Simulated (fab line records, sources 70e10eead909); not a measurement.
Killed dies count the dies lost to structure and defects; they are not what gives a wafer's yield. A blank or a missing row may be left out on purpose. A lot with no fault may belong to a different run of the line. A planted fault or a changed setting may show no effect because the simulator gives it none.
Which tool did it?	flow nandHarc	36 wafers sampled from 12 lots at 1 step of a route of 1302

== WHAT EACH GAUGE READ, for each wafer ==
NHARC_A_ONON_D2_THK_MEAS_08: measures by ellipsometry.
lot	measured	on	thkNm (nm)
L075	day 13 01:28	filmMetro-01	989 988 989
L077	day 13 12:24	filmMetro-01	983 984 986
L079	day 14 11:45	filmMetro-02	982 980 980
L081	day 15 08:07	filmMetro-02	994 996 995
L082	day 16 00:18	filmMetro-02	1004 1003 1002
L085	day 17 06:02	filmMetro-02	1008 1004 1005
L087	day 17 06:13	filmMetro-02	1008 1008 1008
L088	day 18 04:35	filmMetro-01	1005 1004 1005
L091	day 19 18:07	filmMetro-01	988 989 987
L093	day 20 09:58	filmMetro-01	996 994 996
L095	day 21 02:28	filmMetro-02	995 995 993
L097	day 22 07:45	filmMetro-02	1009 1009 1008

== EACH LOT AND THE TOOL THAT RAN IT (in order: tool; ch and the chambers of the sampled wafers; start) ==
The record holds no process step before these readings.

== THE ANSWER, worked out from the rows above alone ==
Rule: usual is defined by the lots themselves. The widest of any qualifying gaps counts: lots, ordered by their means at a reading, are off when they make up no more than a third of the lots, leave a main group of 4 or more, and stand apart from it by 3 or more times the standard deviation of that group's means. The tables above print the reading to a certain number of digits; a main group whose means all agree to those digits is not used. Also off: a lot with no number at a reading for which 4 or more lots have one. The other lots that the step has rows for count as sound.
Across all readings shown, no lot is off: no conclusion can be drawn from this.

== WHAT THE SIMULATOR HAD PUT IN ==
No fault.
